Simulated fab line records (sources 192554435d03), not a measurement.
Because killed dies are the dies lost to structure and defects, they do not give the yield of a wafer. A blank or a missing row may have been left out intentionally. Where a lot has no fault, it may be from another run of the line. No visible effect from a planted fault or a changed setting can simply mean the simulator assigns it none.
fab line records | flow n5_finfet
[record] lots = 7 | wafers = 21
route steps=1938 shown BEOL_M2@851 BEOL_M4@1050 BEOL_M5@1116
start_h: hours from the record's opening day to when the first of the lot's shown wafers began | wait_h: hours elapsed since this lot's preceding step | " the same as in the row above | L1.1+2: a single row standing in for several wafers | - no value, or no start given | * or withheld: withheld | < > ~ a bound
route shown NAME@n: a module of which the file shows steps, and the number in the route of the first | usual: mean/standard deviation taken from wafers without a fault | same: alike in all rows | chamber/n: place in a boat | sites: per-site readings | _std_site: how widely they spread, as a standard deviation | _edge_site: inner sites' mean taken away from outer sites' mean | radius_mm: how far each site lies from the wafer's centre | mask NAME#n: copy n | behind: the tool/chamber that last shaped the wafer | hold: cause of the lot's hold/its duration in hours/its outcome | device: which transistor (n, p or np) failed to switch | end of line: tests of these same wafers at the route's end | a step without rows: its recipe alone | killed: count of dies lost to structure and defects at first sort (not the wafer's yield) | map: dies across one wafer; x = killed, . = not, _ = none there
set.NAME: the setting as run; set.NAME@STEP: as run at that earlier step | model.NAME: the simulator's own value behind a step, which no gauge read
lots with deliberately changed settings; one table per step, one row per wafer
[[steps]]
[step N5_BEOL_M2_EXPOSE_08]
[recipe] mask_id = M2 | na = 0.33 | source_shape = dipole | sigma_inner = 0.369 | sigma_outer = 0.767 | polarization = unpolarized | dose_mj = 41.25
lot.wafer  | tool           | chamber | start_h | wait_h | mask | set.dose_mj
L082.1+2+3 | euv_scanner-01 | 0       | 183.73  | -      | M2#0 | 41.25
L083.4+5   | euv_scanner-02 | 0       | 186.58  | -      | M2#0 | 43.86
L083.6     | "              | 0       | "       | "      | M2#0 | 41.25
L087.2+6   | euv_scanner-02 | 0       | 210.96  | -      | M2#0 | 43.29
L087.5     | "              | 0       | "       | "      | M2#0 | 41.25
L088.2+5   | euv_scanner-02 | 0       | 219.66  | -      | M2#0 | 41.25
L088.6     | "              | 0       | "       | "      | M2#0 | 39.62
L089.1     | euv_scanner-02 | 0       | 220.58  | -      | M2#0 | 41.25
L089.5+6   | "              | 0       | "       | "      | M2#0 | 43.89
L093.1+3+5 | euv_scanner-01 | 0       | 252.17  | -      | M2#0 | 41.25
L094.1+5   | euv_scanner-02 | 0       | 254.11  | -      | M2#0 | 41.25
L094.4     | "              | 0       | "       | "      | M2#0 | 38.6
[step N5_BEOL_M2_PEB_09]
[recipe] peb_temp_c = 100 | peb_time_s = 60 | resist = CAR-EUV
[step N5_BEOL_M2_DEVELOP_10]
[recipe] develop_time_s = 30 | developer = TMAH | resist = CAR-EUV | rinse_liquid = surfactant_rinse | dry = air_spin | dev_temp_c = 23
[step N5_BEOL_M2_CD_MEAS_11]
[recipe] target_cd_nm = 16.79 | landing_energy_ev = 500 | detector = se_inlens | polarity = opening
[usual] cd_nm = 16.79/0.25
lot.wafer | tool      | chamber | start_h | wait_h | set.dose_mj@BEOL_M2_EXPOSE_08 | cd_nm
L082.1    | cd_sem-03 | 0       | 183.86  | -      | 41.25                         | 16.51
L082.2    | "         | 0       | "       | "      | 41.25                         | 16.77
L082.3    | "         | 0       | "       | "      | 41.25                         | 16.72
L083.4    | cd_sem-01 | 0       | 186.70  | -      | 43.86                         | 18.06
L083.5    | "         | 0       | "       | "      | 43.86                         | 17.56
L083.6    | "         | 0       | "       | "      | 41.25                         | 17.04
L087.2    | cd_sem-02 | 0       | 211.09  | -      | 43.29                         | 17.51
L087.5    | "         | 0       | "       | "      | 41.25                         | 16.71
L087.6    | "         | 0       | "       | "      | 43.29                         | 17.82
L088.2    | cd_sem-01 | 0       | 219.79  | -      | 41.25                         | 17.00
L088.5    | "         | 0       | "       | "      | 41.25                         | 16.71
L088.6    | "         | 0       | "       | "      | 39.62                         | 16.12
L089.1    | cd_sem-01 | 0       | 220.71  | -      | 41.25                         | 16.49
L089.5    | "         | 0       | "       | "      | 43.89                         | 17.87
L089.6    | "         | 0       | "       | "      | 43.89                         | 18.45
L093.1    | cd_sem-03 | 0       | 252.30  | -      | 41.25                         | 16.88
L093.3    | "         | 0       | "       | "      | 41.25                         | 16.64
L093.5    | "         | 0       | "       | "      | 41.25                         | 16.82
L094.1    | cd_sem-02 | 0       | 254.24  | -      | 41.25                         | 16.94
L094.4    | "         | 0       | "       | "      | 38.6                          | 15.04
L094.5    | "         | 0       | "       | "      | 41.25                         | 17.23
[step N5_BEOL_M2_DESCUM_16]
[recipe] chemistry = O2 | time_s = 7 | source_power_w = 50 | bias_power_w = 20 | pressure_mtorr = 20 | rf_frequency_hz = 2.712e+07 | temp_c = 40 | resist = CAR-EUV | o2_flow_sccm = 225
[step N5_BEOL_M2_ETCH_74]
[recipe] chemistry = N2/H2 | target = underlayer | target_depth_a = 65 | mask_material = CAR-EUV | time_s = 5.2 | ion_energy_ev = 200 | pressure_mtorr = 30 | source_w = 840 | bias_w = 150 | n2_flow_sccm = 200 | h2_flow_sccm = 200 | ends = cleared
lot.wafer | tool        | chamber | start_h | wait_h | set.dose_mj@BEOL_M2_EXPOSE_08 | model.BEOL_M2.cd_offset_nm
L082.1    | rie_diel-06 | 1       | 184.02  | 0.0    | 41.25                         | -0.2
L082.2    | "           | 2       | "       | "      | 41.25                         | -0.4
L082.3    | "           | 3       | "       | "      | 41.25                         | 0
L083.4    | rie_diel-01 | 3       | 186.97  | 0.0    | 43.86                         | 1.2
L083.5    | "           | 1       | "       | "      | 43.86                         | 0.8
L083.6    | "           | 2       | "       | "      | 41.25                         | 0
L087.2    | rie_diel-06 | 2       | 211.24  | 0.0    | 43.29                         | 0.8
L087.5    | "           | 2       | "       | "      | 41.25                         | 0
L087.6    | "           | 3       | "       | "      | 43.29                         | 1
L088.2    | rie_diel-01 | 1       | 219.94  | 0.0    | 41.25                         | -0.2
L088.5    | "           | 3       | "       | "      | 41.25                         | 0
L088.6    | "           | 2       | "       | "      | 39.62                         | -0.6
L089.1    | rie_diel-04 | 0       | 220.86  | 0.0    | 41.25                         | -0.2
L089.5    | "           | 0       | "       | "      | 43.89                         | 1.2
L089.6    | "           | 3       | "       | "      | 43.89                         | 1.4
L093.1+3  | rie_diel-06 | 0,1     | 252.58  | 0.0    | 41.25                         | -0.2
L093.5    | "           | 1       | "       | "      | 41.25                         | 0
L094.1    | rie_diel-01 | 2       | 254.41  | 0.0    | 41.25                         | 0.4
L094.4    | "           | 1       | "       | "      | 38.6                          | -1.6
L094.5    | "           | 1       | "       | "      | 41.25                         | 0
[step N5_BEOL_M2_ETCH_63]
[recipe] chemistry = CF4 | target = SiARC | target_depth_a = 156 | mask_material = CAR-EUV | time_s = 26 | ion_energy_ev = 80 | pressure_mtorr = 40 | source_w = 545 | bias_w = 36 | Ar_flow_sccm = 100 | cf4_flow_sccm = 100 | ends = cleared
lot.wafer | tool        | chamber | start_h | wait_h | set.dose_mj@BEOL_M2_EXPOSE_08 | model.BEOL_M2.cd_offset_nm
L082.1+2  | rie_diel-06 | 1,2     | 184.03  | 0.0    | 41.25                         | -0.4
L082.3    | "           | 3       | "       | "      | 41.25                         | 0.2
L083.4    | rie_diel-01 | 3       | 186.98  | 0.0    | 43.86                         | 1.2
L083.5    | "           | 1       | "       | "      | 43.86                         | 0.8
L083.6    | "           | 2       | "       | "      | 41.25                         | 0
L087.2+6  | rie_diel-06 | 2,3     | 211.26  | 0.0    | 43.29                         | 1
L087.5    | "           | 2       | "       | "      | 41.25                         | 0
L088.2    | rie_diel-01 | 1       | 219.96  | 0.0    | 41.25                         | -0.2
L088.5    | "           | 3       | "       | "      | 41.25                         | 0
L088.6    | "           | 2       | "       | "      | 39.62                         | -0.4
L089.1    | rie_diel-04 | 0       | 220.88  | 0.0    | 41.25                         | -0.2
L089.5+6  | "           | 0,3     | "       | "      | 43.89                         | 1.2
L093.1    | rie_diel-06 | 0       | 252.60  | 0.0    | 41.25                         | -0.4
L093.3    | "           | 1       | "       | "      | 41.25                         | -0.2
L093.5    | "           | 1       | "       | "      | 41.25                         | 0
L094.1    | rie_diel-01 | 2       | 254.42  | 0.0    | 41.25                         | 0.4
L094.4    | "           | 1       | "       | "      | 38.6                          | -1.6
L094.5    | "           | 1       | "       | "      | 41.25                         | 0
[step N5_BEOL_M2_ETCH_64]
[recipe] chemistry = N2/H2 | target = SOC | target_depth_a = 750 | overetch_a = 225 | mask_material = SiARC | temp_c = 40 | time_s = 121.9 | ion_energy_ev = 200 | pressure_mtorr = 30 | source_w = 840 | bias_w = 150 | n2_flow_sccm = 200 | h2_flow_sccm = 200
lot.wafer  | tool        | chamber | start_h | wait_h | set.dose_mj@BEOL_M2_EXPOSE_08 | model.BEOL_M2.cd_offset_nm
L082.1     | rie_diel-06 | 1       | 184.06  | 0.0    | 41.25                         | -0.2
L082.2     | "           | 2       | "       | "      | 41.25                         | -0.4
L082.3     | "           | 3       | "       | "      | 41.25                         | 0.4
L083.4     | rie_diel-01 | 3       | 187.01  | 0.0    | 43.86                         | 1
L083.5     | "           | 1       | "       | "      | 43.86                         | 0.6
L083.6     | "           | 2       | "       | "      | 41.25                         | 0
L087.2     | rie_diel-06 | 2       | 211.29  | 0.0    | 43.29                         | 1
L087.5     | "           | 2       | "       | "      | 41.25                         | 0
L087.6     | "           | 3       | "       | "      | 43.29                         | 1.2
L088.2     | rie_diel-01 | 1       | 219.99  | 0.0    | 41.25                         | -0.4
L088.5     | "           | 3       | "       | "      | 41.25                         | 0.2
L088.6     | "           | 2       | "       | "      | 39.62                         | -0.6
L089.1     | rie_diel-04 | 0       | 220.91  | 0.0    | 41.25                         | 0.2
L089.5+6   | "           | 0,3     | "       | "      | 43.89                         | 1.4
L093.1+3+5 | rie_diel-06 | 0,1,1   | 252.63  | 0.0    | 41.25                         | -0.2
L094.1     | rie_diel-01 | 2       | 254.45  | 0.0    | 41.25                         | 0.4
L094.4     | "           | 1       | "       | "      | 38.6                          | -1.4
L094.5     | "           | 1       | "       | "      | 41.25                         | 0
[step N5_BEOL_M2_STRIP_65]
[recipe] chemistry = N2/H2 | temp_c = 40 | n2_flow_sccm = 200 | h2_flow_sccm = 200 | rf_frequency_hz = 6e+07
[step N5_BEOL_M2_STRIP_75]
[recipe] chemistry = N2/H2 | temp_c = 40 | n2_flow_sccm = 200 | h2_flow_sccm = 200 | rf_frequency_hz = 6e+07
[step N5_BEOL_M2_STRIP_66]
[recipe] chemistry = CF4 | resist = SiARC | power_w = 300 | bias_power_w = 75 | pressure_mtorr = 50 | cf4_flow_sccm = 150 | rf_frequency_hz = 6e+07
[step N5_BEOL_M2_HM_OPEN_17]
[recipe] chemistry = Cl2/BCl3 | target_depth_a = 200 | overetch_a = 60 | target = TiN | mask_material = SOC | ion_energy_ev = 150 | pressure_mtorr = 10 | icp_w = 1000 | bias_w = 126 | Cl2_flow_sccm = 53.25 | bcl3_flow_sccm = 21.75 | Ar_flow_sccm = 25
lot.wafer | tool         | chamber | start_h | wait_h | set.dose_mj@BEOL_M2_EXPOSE_08 | model.BEOL_M2.cd_offset_nm
L082.1    | rie_metal-03 | 1       | 184.24  | 0.0    | 41.25                         | 0
L082.2    | "            | 0       | "       | "      | 41.25                         | -0.2
L082.3    | "            | 1       | "       | "      | 41.25                         | 0.6
L083.4    | rie_metal-01 | 1       | 187.21  | 0.1    | 43.86                         | 1.2
L083.5    | "            | 1       | "       | "      | 43.86                         | 0.8
L083.6    | "            | 0       | "       | "      | 41.25                         | 0
L087.2+6  | rie_metal-02 | 0,1     | 211.46  | 0.0    | 43.29                         | 1.2
L087.5    | "            | 0       | "       | "      | 41.25                         | 0.2
L088.2    | rie_metal-02 | 0       | 220.16  | 0.0    | 41.25                         | -0.4
L088.5    | "            | 1       | "       | "      | 41.25                         | 0.2
L088.6    | "            | 0       | "       | "      | 39.62                         | -0.6
L089.1    | rie_metal-02 | 1       | 221.09  | 0.0    | 41.25                         | 0.2
L089.5+6  | "            | 0,1     | "       | "      | 43.89                         | 1.2
L093.1    | rie_metal-02 | 1       | 252.80  | 0.0    | 41.25                         | -0.4
L093.3+5  | "            | 1       | "       | "      | 41.25                         | -0.2
L094.1    | rie_metal-02 | 0       | 254.63  | 0.0    | 41.25                         | 0.2
L094.4    | "            | 1       | "       | "      | 38.6                          | -1.4
L094.5    | "            | 1       | "       | "      | 41.25                         | -0.2
[step N5_BEOL_M2_STRIP_19]
[recipe] chemistry = O2 | power_w = 400 | temp_c = 40 | pressure_mtorr = 30 | rf_frequency_hz = 6e+07 | bias_power_w = 0 | overash_fraction = 0.2 | o2_flow_sccm = 225
[step N5_BEOL_M2_STRIP_97]
[recipe] chemistry = N2/H2 | time_s = 10 | power_w = 450 | temp_c = 40 | pressure_mtorr = 20 | rf_frequency_hz = 6e+07 | bias_power_w = 7 | n2_flow_sccm = 200 | h2_flow_sccm = 200
[step N5_BEOL_M2_HM_STRIP_39]
[recipe] chemistry = peroxide_tin_strip | material = TiN | target_depth_a = 250 | temp_c = 50 | time_s = 158
lot.wafer | tool         | chamber | start_h | wait_h | set.temp_c@BEOL_M2_PECVD_72 | model.SiO2_of_BEOL_M2_PECVD_72.thk_nm
L082.1    | wet_bench-04 | 0       | 186.25  | 0.0    | 400                         | 15.8
L082.2    | "            | 2       | "       | "      | 410.2                       | 14.8
L082.3    | "            | 1       | "       | "      | 400                         | 16
L083.4    | wet_bench-02 | 3       | 192.09  | 0.0    | 400                         | 15.8
L083.5    | "            | 1       | "       | "      | 400                         | 16
L083.6    | "            | 7       | "       | "      | 400                         | 15.6
L087.2    | wet_bench-02 | 4       | 216.81  | 0.0    | 413.4                       | 14.2
L087.5    | "            | 7       | "       | "      | 413.4                       | 14.6
L087.6    | "            | 3       | "       | "      | 400                         | 15.8
L089.1+6  | wet_bench-06 | 2,5     | 227.21  | 0.0    | 400                         | 15.6
L089.5    | "            | 3       | "       | "      | 400                         | 15.8
L088.2    | wet_bench-04 | 1       | 227.25  | 0.0    | 400                         | 15.4
L088.5    | "            | 2       | "       | "      | 412.1                       | 14.2
L088.6    | "            | 6       | "       | "      | 412.1                       | 14.4
L093.1+3  | wet_bench-02 | 0,5     | 258.69  | 0.0    | 400                         | 15.6
L093.5    | "            | 6       | "       | "      | 400                         | 15.8
L094.1    | wet_bench-04 | 5       | 261.14  | 0.0    | 411.1                       | 14.8
L094.4    | "            | 3       | "       | "      | 400                         | 15.4
L094.5    | "            | 4       | "       | "      | 400                         | 15.8
[step N5_BEOL_M2_SRD_40]
[recipe] time_s = 30 | temp_c = 23 | rinse_liquid = diw | dry = ipa_marangoni
[step N5_BEOL_M2_PRECLEAN_42]
[recipe] chemistry = residue_remover | time_s = 60 | temp_c = 40
[step N5_BEOL_M2_SRD_43]
[recipe] time_s = 30 | temp_c = 23 | rinse_liquid = diw | dry = ipa_marangoni
[step N5_BEOL_M2_CD_MEAS_35]
[recipe] target_cd_nm = 18 | target_cd_y_nm = 22.2 | polarity = opening
[usual] cd_nm = 18.0/0.37
lot.wafer | tool      | chamber | start_h | wait_h | set.dose_mj@BEOL_M2_EXPOSE_08 | cd_nm
L082.1    | cd_sem-01 | -       | 186.37  | 0.0    | 41.25                         | 17.9
L082.2    | "         | -       | "       | "      | 41.25                         | 18.0
L082.3    | "         | -       | "       | "      | 41.25                         | 18.6
L083.4    | cd_sem-02 | -       | 192.23  | 0.0    | 43.86                         | 18.9
L083.5    | "         | -       | "       | "      | 43.86                         | 18.7
L083.6    | "         | -       | "       | "      | 41.25                         | 17.8
L087.2    | cd_sem-01 | -       | 216.93  | 0.0    | 43.29                         | 19.3
L087.5    | "         | -       | "       | "      | 41.25                         | 18.3
L087.6    | "         | -       | "       | "      | 43.29                         | 19.1
L089.1    | cd_sem-02 | -       | 227.33  | 0.0    | 41.25                         | 17.9
L089.5    | "         | -       | "       | "      | 43.89                         | 19.5
L089.6    | "         | -       | "       | "      | 43.89                         | 18.9
L088.2    | cd_sem-03 | -       | 227.37  | 0.0    | 41.25                         | 17.3
L088.5    | "         | -       | "       | "      | 41.25                         | 18.1
L088.6    | "         | -       | "       | "      | 39.62                         | 17.6
L093.1    | cd_sem-03 | -       | 258.81  | 0.0    | 41.25                         | 17.9
L093.3    | "         | -       | "       | "      | 41.25                         | 18.0
L093.5    | "         | -       | "       | "      | 41.25                         | 18.0
L094.1    | cd_sem-03 | -       | 261.26  | 0.0    | 41.25                         | 18.3
L094.4    | "         | -       | "       | "      | 38.6                          | 16.8
L094.5    | "         | -       | "       | "      | 41.25                         | 18.0
[step N5_BEOL_M4_COAT_22]
[recipe] resist = CAR-EUV | spin_rpm = 1500 | resist_thk_nm = 30
lot.wafer  | tool           | chamber | start_h | wait_h | set.spin_rpm | model.CAR-EUV_of_BEOL_M4_COAT_22.thk_nm
L082.1+2+3 | litho_track-01 | 0       | -       | -      | 1500         | 30
L083.4+5   | litho_track-01 | 0       | -       | -      | 1500         | 30.2
L083.6     | "              | 0       | "       | "      | 1457         | 30.6
L087.2+5   | litho_track-01 | 0       | -       | -      | 1500         | 30
L087.6     | "              | 0       | "       | "      | 1441         | 30.6
L089.1     | litho_track-05 | 0       | -       | -      | 1636         | 28.6
L089.5+6   | "              | 0       | "       | "      | 1500         | 29.8
L088.2+5   | litho_track-05 | 0       | -       | -      | 1500         | 30
L088.6     | "              | 0       | "       | "      | 1361         | 31.4
L093.1+3+5 | litho_track-01 | 0       | -       | -      | 1500         | 30
L094.1+4   | litho_track-04 | 0       | -       | -      | 1500         | 30.2
L094.5     | "              | 0       | "       | "      | 1358         | 31.6
[step N5_BEOL_M4_EXPOSE_25]
[recipe] mask_id = V3 | na = 0.33 | source_shape = quasar | sigma_inner = 0.2 | sigma_outer = 0.8 | polarization = unpolarized | defocus_nm = 5 | dose_mj = 63
lot.wafer  | tool           | chamber | start_h | wait_h | mask | set.dose_mj
L082.1+3   | euv_scanner-01 | 0       | 210.13  | -      | V3#0 | 63
L082.2     | "              | 0       | "       | "      | V3#0 | 65.34
L083.4+5+6 | euv_scanner-02 | 0       | 210.63  | -      | V3#0 | 63
L087.2+6   | euv_scanner-01 | 0       | 238.70  | -      | V3#0 | 64.88
L087.5     | "              | 0       | "       | "      | V3#0 | 63
L089.1+6   | euv_scanner-01 | 0       | 247.95  | -      | V3#0 | 63
L089.5     | "              | 0       | "       | "      | V3#0 | 61.66
L088.2     | euv_scanner-01 | 0       | 250.94  | -      | V3#0 | 64.92
L088.5+6   | "              | 0       | "       | "      | V3#0 | 63
L093.1+3+5 | euv_scanner-01 | 0       | 276.05  | -      | V3#0 | 63
L094.1     | euv_scanner-02 | 0       | 276.33  | -      | V3#0 | 63
L094.4+5   | "              | 0       | "       | "      | V3#0 | 66.14
[step N5_BEOL_M4_PEB_26]
[recipe] peb_temp_c = 100 | peb_time_s = 60 | resist = CAR-EUV
[step N5_BEOL_M4_DEVELOP_27]
[recipe] develop_time_s = 30 | developer = TMAH | resist = CAR-EUV | rinse_liquid = surfactant_rinse | dry = air_spin | dev_temp_c = 23
lot.wafer  | tool           | chamber | start_h | wait_h | set.spin_rpm@BEOL_M4_COAT_22 | model.CAR-EUV_of_BEOL_M4_COAT_22.thk_nm
L082.1+2+3 | litho_track-05 | 0       | -       | -      | 1500                         | 29.6
L083.4+5   | litho_track-01 | 0       | -       | -      | 1500                         | 29.8
L083.6     | "              | 0       | "       | "      | 1457                         | 30
L087.2+5   | litho_track-04 | 0       | -       | -      | 1500                         | 29.6
L087.6     | "              | 0       | "       | "      | 1441                         | 30.2
L089.1     | litho_track-01 | 0       | -       | -      | 1636                         | 28.2
L089.5+6   | "              | 0       | "       | "      | 1500                         | 29.4
L088.2+5   | litho_track-04 | 0       | -       | -      | 1500                         | 29.6
L088.6     | "              | 0       | "       | "      | 1361                         | 31
L093.1+3+5 | litho_track-05 | 0       | -       | -      | 1500                         | 29.4
L094.1+4   | litho_track-05 | 0       | -       | -      | 1500                         | 29.6
L094.5     | "              | 0       | "       | "      | 1358                         | 31.2
[step N5_BEOL_M5_HM_DEP_02]
[recipe] material = TiN | target_thk_a = 200 | temp_c = 25 | chamber_pressure_pa = 0.49996
lot.wafer  | tool           | chamber | start_h | wait_h | set.target_thk_a | model.TiN_of_BEOL_M5_HM_DEP_02.thk_nm
L082.1+2   | pvd_sputter-03 | -       | 223.14  | 1.3    | 200              | 19.8
L082.3     | "              | -       | "       | "      | 200              | 20.2
L083.4     | pvd_sputter-03 | -       | 223.24  | 1.2    | 210.1            | 21.4
L083.5     | "              | -       | "       | "      | 200              | 20.4
L083.6     | "              | -       | "       | "      | 200              | 20.2
L087.2     | pvd_sputter-03 | -       | 250.14  | 1.1    | 200              | 19.8
L087.5     | "              | -       | "       | "      | 200              | 20.4
L087.6     | "              | -       | "       | "      | 200              | 20
L089.1+5+6 | pvd_sputter-02 | -       | 264.50  | 1.2    | 200              | 19.8
L088.2+5   | pvd_sputter-03 | -       | 265.63  | 0.1    | 221.7            | 22.4
L088.6     | "              | -       | "       | "      | 200              | 20.2
L093.1+5   | pvd_sputter-01 | -       | 290.37  | 1.1    | 200              | 20
L093.3     | "              | -       | "       | "      | 200              | 19.8
L094.1     | pvd_sputter-02 | -       | 294.09  | 0.9    | 224.5            | 22
L094.4     | "              | -       | "       | "      | 200              | 20
L094.5     | "              | -       | "       | "      | 224.5            | 22.2
[step N5_BEOL_M5_COAT_59]
[recipe] resist = SOC | temp_c = 250 | time_s = 60 | spin_rpm = 1500 | resist_thk_nm = 60
[step N5_BEOL_M5_COAT_60]
[recipe] resist = SiARC | temp_c = 220 | time_s = 60 | spin_rpm = 1500 | resist_thk_nm = 12
[step N5_BEOL_M5_STRIP_73]
[recipe] chemistry = N2/H2 | temp_c = 40 | n2_flow_sccm = 200 | h2_flow_sccm = 200 | rf_frequency_hz = 6e+07
[step N5_BEOL_M5_STRIP_64]
[recipe] chemistry = CF4 | resist = SiARC | power_w = 300 | bias_power_w = 75 | pressure_mtorr = 50 | cf4_flow_sccm = 150 | rf_frequency_hz = 6e+07
[step N5_BEOL_M5_HM_OPEN_17]
[recipe] chemistry = Cl2/BCl3 | target_depth_a = 200 | overetch_a = 60 | target = TiN | mask_material = SOC | ion_energy_ev = 150 | pressure_mtorr = 10 | icp_w = 1000 | bias_w = 126 | Cl2_flow_sccm = 53.25 | bcl3_flow_sccm = 21.75 | Ar_flow_sccm = 25
lot.wafer | tool         | chamber | start_h | wait_h | set.target_thk_a@BEOL_M5_HM_DEP_02 | model.etch.depth_nm
L082.1    | rie_metal-01 | 1       | 224.21  | 0.0    | 200                                | 19.8
L082.2    | "            | 0       | "       | "      | 200                                | 19.72
L082.3    | "            | 0       | "       | "      | 200                                | 20.29
L083.4    | rie_metal-02 | 0       | 224.45  | 0.1    | 210.1                              | 21.45
L083.5    | "            | 1       | "       | "      | 200                                | 20.36
L083.6    | "            | 0       | "       | "      | 200                                | 20.22
L087.2    | rie_metal-03 | 0       | 251.03  | 0.0    | 200                                | 19.85
L087.5    | "            | 0       | "       | "      | 200                                | 20.41
L087.6    | "            | 1       | "       | "      | 200                                | 19.97
L089.1    | rie_metal-03 | 0       | 265.27  | 0.0    | 200                                | 19.83
L089.5    | "            | 0       | "       | "      | 200                                | 19.74
L089.6    | "            | 1       | "       | "      | 200                                | 19.85
L088.2    | rie_metal-03 | 1       | 266.58  | 0.0    | 221.7                              | 22.3
L088.5    | "            | 0       | "       | "      | 221.7                              | 22.39
L088.6    | "            | 1       | "       | "      | 200                                | 20.17
L093.1    | rie_metal-03 | 0       | 291.13  | 0.0    | 200                                | 19.98
L093.3    | "            | 0       | "       | "      | 200                                | 19.9
L093.5    | "            | 1       | "       | "      | 200                                | 20
L094.1    | rie_metal-03 | 1       | 295.79  | 0.0    | 224.5                              | 22.09
L094.4    | "            | 0       | "       | "      | 200                                | 19.97
L094.5    | "            | 1       | "       | "      | 224.5                              | 22.16
[step N5_BEOL_M5_STRIP_19]
[recipe] chemistry = O2 | power_w = 400 | temp_c = 40 | pressure_mtorr = 30 | rf_frequency_hz = 6e+07 | bias_power_w = 0 | overash_fraction = 0.2 | o2_flow_sccm = 225
[step N5_BEOL_M5_STRIP_85]
[recipe] chemistry = C4F6/O2 | resist = SiARC | rf_frequency_hz = 6e+07
[step N5_BEOL_M5_STRIP_36]
[recipe] chemistry = N2/H2 | power_w = 450 | temp_c = 40 | pressure_mtorr = 20 | rf_frequency_hz = 6e+07 | overash_fraction = 0.3 | bias_power_w = 7 | h2_frac = 0.5 | n2_flow_sccm = 200 | h2_flow_sccm = 200
[step N5_BEOL_M5_TRENCH_ETCH_37]
[recipe] chemistry = C4F6/O2 | target_depth_a = 716.52 | target = SiCOH_lowk | time_s = 24.7 | ion_energy_ev = 250 | pressure_mtorr = 30 | source_w = 345 | bias_w = 185 | Ar_flow_sccm = 300 | C4F6_flow_sccm = 10 | O2_flow_sccm = 10
lot.wafer | tool        | chamber | start_h | wait_h | set.target_thk_a@BEOL_M5_HM_DEP_02 | model.TiN_of_BEOL_M5_HM_DEP_02.thk_nm
L082.1    | rie_diel-05 | 3       | -       | -      | 200                                | 17.8
L082.2    | "           | 0       | "       | "      | 200                                | 17.6
L082.3    | "           | 2       | "       | "      | 200                                | 18.2
L083.4    | rie_diel-03 | 2       | -       | -      | 210.1                              | 19.4
L083.5    | "           | 1       | "       | "      | 200                                | 18.2
L083.6    | "           | 2       | "       | "      | 200                                | 18
L087.2+6  | rie_diel-03 | 3       | -       | -      | 200                                | 17.8
L087.5    | "           | 0       | "       | "      | 200                                | 18.2
L089.1+5  | rie_diel-02 | 3,0     | -       | -      | 200                                | 17.6
L089.6    | "           | 3       | "       | "      | 200                                | 17.8
L088.2+5  | rie_diel-02 | 2,3     | -       | -      | 221.7                              | 20.2
L088.6    | "           | 0       | "       | "      | 200                                | 18
L093.1+5  | rie_diel-05 | 3       | -       | -      | 200                                | 18
L093.3    | "           | 0       | "       | "      | 200                                | 17.8
L094.1+5  | rie_diel-02 | 1,2     | -       | -      | 224.5                              | 20
L094.4    | "           | 2       | "       | "      | 200                                | 17.8
[[key]]
[split] step = N5_BEOL_M2_EXPOSE_08 | setting = dose_mj | stated = 41.25 | by = wafer
[response] step = N5_BEOL_M2_CD_MEAS_11 | reading = cd_nm | change = +0.224 | per = 1% | r = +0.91
[response] step = N5_BEOL_M2_ETCH_74 | reading = model.BEOL_M2.cd_offset_nm | change = +0.209 | per = 1% | r = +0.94
[response] step = N5_BEOL_M2_ETCH_63 | reading = model.BEOL_M2.cd_offset_nm | change = +0.203 | per = 1% | r = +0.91
[response] step = N5_BEOL_M2_ETCH_64 | reading = model.BEOL_M2.cd_offset_nm | change = +0.187 | per = 1% | r = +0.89
[response] step = N5_BEOL_M2_HM_OPEN_17 | reading = model.BEOL_M2.cd_offset_nm | change = +0.176 | per = 1% | r = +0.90
[response] step = N5_BEOL_M2_CD_MEAS_35 | reading = cd_nm | change = +0.173 | per = 1% | r = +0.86
[split] step = N5_BEOL_M4_COAT_22 | setting = spin_rpm | stated = 1500 | by = wafer
[response] step = N5_BEOL_M4_COAT_22 | reading = model.CAR-EUV_of_BEOL_M4_COAT_22.thk_nm | change = -0.144 | per = 1% | r = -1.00
[response] step = N5_BEOL_M4_DEVELOP_27 | reading = model.CAR-EUV_of_BEOL_M4_COAT_22.thk_nm | change = -0.149 | per = 1% | r = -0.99
[split] step = N5_BEOL_M4_EXPOSE_25 | setting = dose_mj | stated = 63 | by = wafer
response none clear
[split] step = N5_BEOL_M5_HM_DEP_02 | setting = target_thk_a | stated = 200 | by = wafer
[response] step = N5_BEOL_M5_HM_DEP_02 | reading = model.TiN_of_BEOL_M5_HM_DEP_02.thk_nm | change = +0.188 | per = 1% | r = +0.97
[response] step = N5_BEOL_M5_HM_OPEN_17 | reading = model.etch.depth_nm | change = +0.191 | per = 1% | r = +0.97
[response] step = N5_BEOL_M5_TRENCH_ETCH_37 | reading = model.TiN_of_BEOL_M5_HM_DEP_02.thk_nm | change = +0.196 | per = 1% | r = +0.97
split outside_this_file step=N5_BEOL_M2_PECVD_72 setting=temp_c
// split outside_this_file: this setting was split too, and the file shows its column; the key of that split is in another file
